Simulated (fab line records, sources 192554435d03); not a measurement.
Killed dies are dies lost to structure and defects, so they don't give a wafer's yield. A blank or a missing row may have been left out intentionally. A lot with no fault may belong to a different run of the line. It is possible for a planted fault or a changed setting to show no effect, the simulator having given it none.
Which tool is to blame? | flow n5 finfet | 7 lots, 19 wafers sampled, at 8 steps of a route of 1938

## WHAT EACH GAUGE READ, for each wafer
N5_BEOL_M14_THK_MEAS_50: measures by xrf.
lot  | measured     | on            | M14_THK (nm)
L397 | day 10 22:37 | film metro-02 | 557 560
L402 | day 12 12:32 | film metro-02 | 422 551 540
L411 | day 14 11:58 | film metro-01 | 571 586 559
L415 | day 15 03:52 | film metro-02 | 600 577 580
L416 | day 16 06:35 | film metro-02 | 552 571
L417 | day 16 06:52 | film metro-01 | 576 567 579
L418 | day 16 20:18 | film metro-01 | 556 601 597

N5_BEOL_M14_RS_MEAS_54: the measuring method here is four-point-probe.
lot  | measured     | on            | M14_RS (ohm/sq)
L397 | day 10 22:44 | film metro-02 | 0.0338 0.0340
L402 | day 12 12:40 | film metro-01 | 0.0447 0.0343 0.0347
L411 | day 14 12:08 | film metro-02 | 0.0333 0.0323 0.0339
L415 | day 15 04:00 | film metro-02 | 0.0311 0.0324 0.0324
L416 | day 16 06:43 | film metro-02 | 0.0343 0.0330
L417 | day 16 06:59 | film metro-02 | 0.0329 0.0334 0.0327
L418 | day 16 20:26 | film metro-01 | 0.0337 0.0313 0.0314

N5_BEOL_M15_RC_MEAS_101.
lot  | measured     | on        | COMB_M10 (S/m)          | COMB_M11 (S/m)             | COMB_M12 (S/m)          | COMB_M13 (S/m)          | COMB_M15 (S/m)          | COMB_M5 (S/m)           | COMB_M6 (S/m)           | COMB_M7 (S/m)           | COMB_M8 (S/m)           | COMB_M9 (S/m)              | SERP_M10 (ohm/um) | SERP_M11 (ohm/um) | SERP_M11_max_site (ohm/um) | SERP_M12 (ohm/um) | SERP_M13 (ohm/um) | SERP_M14 (ohm/um) | SERP_M14_max_site (ohm/um) | SERP_M5 (ohm/um) | SERP_M5_max_site (ohm/um) | SERP_M6 (ohm/um) | SERP_M7 (ohm/um) | SERP_M8 (ohm/um) | SERP_M9 (ohm/um)
L397 | day 11 04:01 | prober-01 | 1.4e-11 1.8e-11         | 2.05e-11 1.69e-11          | 8.4e-12 5.5e-12         | 4.6e-12 3.8e-12         | 2.7e-12 2.6e-12         | 4.5e-11 4.6e-11         | 2.2e-11 2.5e-11         | 2.4e-11 2.6e-11         | 2.2e-11 3e-11           | 1.45e-11 1.56e-11          | 3.19 3.20         | 3.20 3.09         | 3.35 3.30                  | 0.644 0.643       | 0.306 0.309       | 0.164 0.164       | 0.165 0.166                | 38.3 37.3        | 40.0 37.9                 | 14.0 13.7        | 13.5 13.5        | 13.9 14.5        | 2.96 3.01
L402 | day 12 18:08 | prober-02 | 2.1e-11 1.3e-11 1.8e-11 | 1.25e-11 1.65e-11 1.58e-11 | 4.2e-12 6.3e-12 6.9e-12 | 2.9e-12 4.6e-12 3.8e-12 | 2.9e-12 2.9e-12 2.4e-12 | 3.6e-11 3e-11 3.2e-11   | 2.4e-11 2.6e-11 1.9e-11 | 2.4e-11 2.4e-11 1.6e-11 | 2.6e-11 2.8e-11 2.3e-11 | 1.17e-11 1.68e-11 1.23e-11 | 2.88 3.01 3.09    | 3.22 3.10 3.08    | 3.32 3.14 3.13             | 0.622 0.616 0.594 | 0.308 0.307 0.306 | 0.215 0.168 0.167 | 0.218 0.169 0.169          | 40.2 39.1 42.0   | 41.2 40.4 43.2            | 13.3 12.7 13.5   | 14.9 14.2 15.7   | 13.9 13.9 14.5   | 3.10 3.02 3.13
L411 | day 14 17:25 | prober-02 | 2.2e-11 1.3e-11 1.4e-11 | 1.32e-11 1.76e-11 1.19e-11 | 5.9e-12 5e-12 5.3e-12   | 3.2e-12 3.8e-12 4e-12   | 1.9e-12 1.9e-12 2.3e-12 | 2.5e-11 3.7e-11 3.8e-11 | 3.7e-11 2.6e-11 2.2e-11 | 1.9e-11 2.4e-11 2.1e-11 | 3.6e-11 1.9e-11 2.7e-11 | 1.28e-11 1.27e-11 1.01e-11 | 3.15 3.19 3.11    | 3.01 3.14 3.07    | 3.06 3.17 3.09             | 0.621 0.604 0.624 | 0.308 0.311 0.311 | 0.163 0.153 0.164 | 0.165 0.154 0.167          | 39.2 40.1 40.1   | 40.2 42.3 41.2            | 14.7 12.9 12.9   | 13.0 13.5 13.5   | 14.3 14.3 13.6   | 3.05 3.26 3.00
L415 | day 15 11:31 | prober-02 | 1.1e-11 1.6e-11 1.2e-11 | 9.4e-12 1.58e-11 1.54e-11  | 7.3e-12 6.5e-12 5.4e-12 | 3e-12 3.2e-12 2.3e-12   | 2.2e-12 2e-12 2.2e-12   | 2.9e-11 4.4e-11 2.8e-11 | 1.7e-11 1.7e-11 2.7e-11 | 2.9e-11 2.8e-11 2.3e-11 | 2.2e-11 1.9e-11 2.1e-11 | 9.4e-12 1.11e-11 1.23e-11  | 3.11 3.12 3.07    | 3.17 3.15 3.16    | 3.23 3.26 3.26             | 0.621 0.636 0.630 | 0.316 0.309 0.308 | 0.146 0.153 0.153 | 0.147 0.154 0.156          | 39.5 36.5 38.1   | 40.6 38.3 39.5            | 14.1 14.5 14.2   | 13.7 13.5 13.5   | 14.0 13.6 12.6   | 3.14 3.04 3.15
L416 | day 16 13:02 | prober-02 | 1.3e-11 1.8e-11         | 1.11e-11 1.27e-11          | 5.6e-12 5.9e-12         | 3.6e-12 3.9e-12         | 2.7e-12 1.9e-12         | 3.4e-11 4.3e-11         | 3.4e-11 2.7e-11         | 2.9e-11 2.8e-11         | 1.7e-11 2.7e-11         | 1.43e-11 1.55e-11          | 3.01 3.05         | 3.05 3.03         | 3.10 3.12                  | 0.596 0.619       | 0.315 0.306       | 0.165 0.157       | 0.167 0.158                | 40.4 41.3        | 42.1 44.3                 | 13.9 14.2        | 13.0 13.0        | 14.1 15.2        | 3.08 3.04
L417 | day 16 13:58 | prober-02 | 1.1e-11 2e-11 1.1e-11   | 1.63e-11 1.52e-11 1.15e-11 | 5.6e-12 5.1e-12 6.1e-12 | 4.7e-12 4.5e-12 6.8e-12 | 2e-12 3.4e-12 1.7e-12   | 3.3e-11 3.8e-11 2.8e-11 | 2.2e-11 2.4e-11 2.9e-11 | 2.4e-11 2.1e-11 2.6e-11 | 2.5e-11 3.9e-11 2.3e-11 | 1.45e-11 1.5e-11 1.14e-11  | 2.91 2.95 3.08    | 3.10 2.90 2.97    | 3.28 2.95 3.01             | 0.621 0.622 0.623 | 0.311 0.317 0.308 | 0.155 0.160 0.155 | 0.157 0.161 0.157          | 38.1 37.8 40.4   | 39.3 40.8 41.2            | 14.2 13.8 13.4   | 13.4 13.3 13.4   | 15.3 14.2 14.2   | 3.11 3.07 3.09
L418 | day 17 03:03 | prober-02 | 1.4e-11 1e-11 1.2e-11   | 1.42e-11 1.29e-11 2.01e-11 | 4.9e-12 8.6e-12 9.5e-12 | 6.2e-12 5.2e-12 6.8e-12 | 3.7e-12 2e-12 2.3e-12   | 2.5e-11 3e-11 3.2e-11   | 3.4e-11 2.7e-11 3e-11   | 2e-11 2.1e-11 3e-11     | 3e-11 3.7e-11 2.6e-11   | 1.69e-11 1.47e-11 1.5e-11  | 2.84 3.14 2.91    | 3.09 3.13 2.94    | 3.15 3.18 3.03             | 0.615 0.579 0.597 | 0.307 0.312 0.314 | 0.160 0.147 0.148 | 0.161 0.149 0.149          | 36.5 38.9 37.6   | 38.1 39.9 38.5            | 13.6 14.9 13.0   | 13.1 13.4 13.7   | 13.9 13.5 13.4   | 2.97 3.18 3.01

## WHICH TOOL RAN EACH LOT (tool, then ch and the chambers of the sampled wafers, then the start)
lot  | N5_BEOL_M14_ETCH_38                           | N5_BEOL_M14_ECD_47             | N5_BEOL_M14_ANNEAL_48            | N5_BEOL_M14_CMP_49            | N5_BEOL_M14_DEP_53
L397 | rie diel-02 ch 0,1, day 10 21:50 or earlier   | ecd cu-02 ch 0, day 10 21:50   | rtp anneal-01 ch 0, day 10 22:04 | cmp-03 ch 0,3, day 10 22:26   | pecvd-01 ch 0, day 10 22:40
L402 | rie diel-02 ch 0,1,3, day 12 11:45 or earlier | ecd cu-01 ch 0,1, day 12 11:45 | rtp anneal-02 ch 0, day 12 11:59 | cmp-04 ch 0,1,2, day 12 12:19 | pecvd-01 ch 0,1, day 12 12:35
L411 | rie diel-02 ch 0,2,3, day 14 11:08 or earlier | ecd cu-02 ch 0,1, day 14 11:08 | rtp anneal-02 ch 0, day 14 11:23 | cmp-02 ch 1,2, day 14 11:40   | pecvd-01 ch 0,1, day 14 12:02
L415 | rie diel-04 ch 0,1,3, day 15 03:05 or earlier | ecd cu-02 ch 0, day 15 03:05   | rtp anneal-01 ch 0, day 15 03:19 | cmp-02 ch 0,2,3, day 15 03:37 | pecvd-01 ch 1,2, day 15 03:56
L416 | rie diel-02 ch 0,3, day 16 05:48 or earlier   | ecd cu-01 ch 0,1, day 16 05:48 | rtp anneal-02 ch 0, day 16 06:02 | cmp-03 ch 0,2, day 16 06:17   | pecvd-04 ch 0,2, day 16 06:39
L417 | rie diel-04 ch 0,3, day 16 05:51 or earlier   | ecd cu-02 ch 0,1, day 16 05:51 | rtp anneal-02 ch 0, day 16 06:19 | cmp-04 ch 0,1,3, day 16 06:34 | pecvd-01 ch 1,2, day 16 06:55
L418 | rie diel-06 ch 1,2, day 16 19:13 or earlier   | ecd cu-01 ch 0,1, day 16 19:13 | rtp anneal-02 ch 0, day 16 19:41 | cmp-03 ch 0,1, day 16 20:01   | pecvd-01 ch 0,1, day 16 20:22
- N5_BEOL_M14_ETCH_38: etches SiCN in CF4/N2, target depth 106.5 nm, time 120.6 s.
- N5_BEOL_M14_ECD_47: material Cu, target thk 1248 nm.
- N5_BEOL_M14_ANNEAL_48: time 90 s.
- N5_BEOL_M14_CMP_49: polishes, stops on SiO2, t overpolish 5.2 s, target thk 560 nm.
- N5_BEOL_M14_DEP_53: deposits SiCN from 3MS/NH3, target thk 50 nm, time 17.8 s.

## WHAT THE TOOLS THEMSELVES READ (means of the sampled wafers that have a number; where no wafer has one, the mark that the record gives instead)
N5_BEOL_M14_ETCH_38.
lot  | tool        | drypump motor current A (A) | oes product au (a.u.) | rf vpp V (V) | showerhead plenum p Torr (Torr) | throttle valve pct (%)
L397 | rie diel-02 | 5.4                         | 0.77                  | 383.1        | 2.26                            | 15.74
L402 | rie diel-02 | 5.6                         | 0.77                  | 384.5        | 2.27                            | 15.62
L411 | rie diel-02 | 5.4                         | 0.76                  | 383.1        | 2.24                            | 15.61
L415 | rie diel-04 | 5.7                         | 0.85                  | 382.0        | 2.17                            | 15.48
L416 | rie diel-02 | 5.5                         | 0.79                  | 384.1        | 2.26                            | 15.59
L417 | rie diel-04 | 5.8                         | 0.88                  | 381.5        | 2.16                            | 15.47
L418 | rie diel-06 | 5.6                         | 0.90                  | 384.3        | 2.32                            | 15.38

N5_BEOL_M14_ANNEAL_48.
lot  | tool          | wafer_temp_C_max
L397 | rtp anneal-01 | 226.33
L402 | rtp anneal-02 | 225.96
L411 | rtp anneal-02 | 226.25
L415 | rtp anneal-01 | 226.29
L416 | rtp anneal-02 | 226.12
L417 | rtp anneal-02 | 225.89
L418 | rtp anneal-02 | 226.10

N5_BEOL_M14_CMP_49.
lot  | tool   | motor current A (A) | time to endpoint s (s)
L397 | cmp-03 | 7.1                 | 118
L402 | cmp-04 | 8.0                 | 91
L411 | cmp-02 | 6.9                 | 120
L415 | cmp-02 | 8.0                 | 121
L416 | cmp-03 | 8.0                 | 122
L417 | cmp-04 | 8.4                 | 115
L418 | cmp-03 | 7.1                 | 119

N5_BEOL_M14_DEP_53.
lot  | tool     | showerhead plenum p Torr (Torr) | throttle valve pct (%)
L397 | pecvd-01 | 4.157                           | 18.1
L402 | pecvd-01 | 4.149                           | 18.8
L411 | pecvd-01 | 4.142                           | 19.6
L415 | pecvd-01 | 4.152                           | 17.8
L416 | pecvd-04 | 4.127                           | 17.8
L417 | pecvd-01 | 4.151                           | 18.9
L418 | pecvd-01 | 4.149                           | 19.4

## THE ANSWER, worked out from the rows above alone
Rule: what is usual is taken from the lots themselves. Put in order of their means at a reading, lots are off if they are a third of the lots or fewer, leave a main group of 4 or more, and stand apart from it by a gap of 3 or more times the standard deviation of the main group's means; of several such gaps the widest counts. Not used: any main group whose means are identical at the precision the tables above print for the reading. A lot without any number at a reading at which 4 lots or more have one is off too. Where the step has rows for the other lots, those lots are counted as sound. After the gauges, taken in route order, come the tools' own readings; for these a lot's mean is taken, as printed above. At the first step where some lot is off, the reading lying furthest off is the one used; lots without a number count as furthest.
Off: L402, at N5_BEOL_M14_THK_MEAS_50 (M14_THK). Main group: mean 573 nm, sd 10.
If a tool, at a process step before that reading, ran all the lots that are off and no sound lot after the first of them, it fits. The gauges at N5_BEOL_M14_THK_MEAS_50 aren't tried: what is off there is off at N5_BEOL_M14_RS_MEAS_54 too, on other tools, and a gauge's error can't cause that. Because N5_BEOL_M14_ETCH_38 lacks a start for some lots, the hours and order of its lots are taken from N5_BEOL_M14_ECD_47. None of those tried fits.

## WHAT THE SIMULATOR HAD INSERTED
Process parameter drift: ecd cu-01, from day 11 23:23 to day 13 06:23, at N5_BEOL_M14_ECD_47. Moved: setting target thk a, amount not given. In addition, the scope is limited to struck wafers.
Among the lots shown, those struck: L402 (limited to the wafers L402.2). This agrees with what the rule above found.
